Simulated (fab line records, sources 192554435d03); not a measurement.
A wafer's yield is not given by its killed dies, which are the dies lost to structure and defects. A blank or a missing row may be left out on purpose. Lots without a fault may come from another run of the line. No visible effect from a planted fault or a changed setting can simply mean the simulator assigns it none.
Chamber matching :: flow n5_finfet :: 3 sister chambers for N5_MOL_CONTACT_COAG_ETCH_124 on rie_diel-03
The step etches SiNx in CH3F/O2, stops on SiOC, target depth 6.5 nm. 14 wafers are shown with their chamber, then 4 later ones without.

WAFERS WITH THEIR CHAMBER
wafer: L075.2
chamber: 1
drypump_motor_current_A (A): 5.9
showerhead_plenum_p_Torr (Torr): 1.95
rf_vpp_V (V): 297

wafer: L075.5
chamber: 1
drypump_motor_current_A (A): 5.9
showerhead_plenum_p_Torr (Torr): 1.95
rf_vpp_V (V): 296

wafer: L075.6
chamber: 2
drypump_motor_current_A (A): 5.8
showerhead_plenum_p_Torr (Torr): 2.05
rf_vpp_V (V): 305

wafer: L085.2
chamber: 1
drypump_motor_current_A (A): 5.9
showerhead_plenum_p_Torr (Torr): 1.94
rf_vpp_V (V): 297

wafer: L085.3
chamber: 2
drypump_motor_current_A (A): 5.8
showerhead_plenum_p_Torr (Torr): 2.04
rf_vpp_V (V): 304

wafer: L085.6
chamber: 2
drypump_motor_current_A (A): 5.8
showerhead_plenum_p_Torr (Torr): 2.04
rf_vpp_V (V): 306

wafer: L089.2
chamber: 1
drypump_motor_current_A (A): 5.9
showerhead_plenum_p_Torr (Torr): 1.94
rf_vpp_V (V): 296

wafer: L089.5
chamber: 1
drypump_motor_current_A (A): 5.9
showerhead_plenum_p_Torr (Torr): 1.94
rf_vpp_V (V): 296

wafer: L089.6
chamber: 0
drypump_motor_current_A (A): 6.3
showerhead_plenum_p_Torr (Torr): 1.99
rf_vpp_V (V): 304

wafer: L092.2
chamber: 0
drypump_motor_current_A (A): 6.2
showerhead_plenum_p_Torr (Torr): 1.98
rf_vpp_V (V): 303

wafer: L092.4
chamber: 1
drypump_motor_current_A (A): 5.9
showerhead_plenum_p_Torr (Torr): 1.94
rf_vpp_V (V): 297

wafer: L092.5
chamber: 2
drypump_motor_current_A (A): 5.8
showerhead_plenum_p_Torr (Torr): 2.03
rf_vpp_V (V): 304

wafer: L093.2
chamber: 2
drypump_motor_current_A (A): 5.8
showerhead_plenum_p_Torr (Torr): 2.03
rf_vpp_V (V): 305

wafer: L093.3
chamber: 0
drypump_motor_current_A (A): 6.3
showerhead_plenum_p_Torr (Torr): 1.98
rf_vpp_V (V): 304

SIGNATURES (means of the wafers above)
reading: drypump_motor_current_A
chamber 0: 6.267
chamber 1: 5.900
chamber 2: 5.800
scatter within a chamber: 0.0246

reading: showerhead_plenum_p_Torr
chamber 0: 1.9833
chamber 1: 1.9433
chamber 2: 2.0380
scatter within a chamber: 0.00661

reading: rf_vpp_V
chamber 0: 303.67
chamber 1: 296.50
chamber 2: 304.80
scatter within a chamber: 0.672
Rule: for a wafer and a chamber, the distance is found by dividing, reading by reading, the gap between the wafer's reading and the chamber's mean by the reading's scatter, squaring, summing and taking the root. If the next closest chamber is less than 2 further off than the closest, the wafer can't be placed; otherwise it belongs to the closest. How the scatter is found: for the shown wafers, subtract from each reading the mean of its chamber, square and add these, divide the total by (wafers less chambers), then take the root.

WAFERS WHOSE CHAMBER IS MISSING
wafer: L093.6
drypump_motor_current_A (A): 5.8
showerhead_plenum_p_Torr (Torr): 2.03
rf_vpp_V (V): 305

wafer: L095.4
drypump_motor_current_A (A): 6.3
showerhead_plenum_p_Torr (Torr): 1.98
rf_vpp_V (V): 304

wafer: L096.4
drypump_motor_current_A (A): 6.3
showerhead_plenum_p_Torr (Torr): 1.98
rf_vpp_V (V): 303

wafer: L096.6
drypump_motor_current_A (A): 5.8
showerhead_plenum_p_Torr (Torr): 2.03
rf_vpp_V (V): 305

THE CHAMBER EACH PASSED THROUGH
wafer: L093.6
from the rows above: 2
in truth: 2

wafer: L095.4
from the rows above: 0
in truth: 0

wafer: L096.4
from the rows above: 0
in truth: 0

wafer: L096.6
from the rows above: 2
in truth: 2
Correctly placed: 4 of 4. Number that these rows cannot place: 0. 0 placed wrongly.
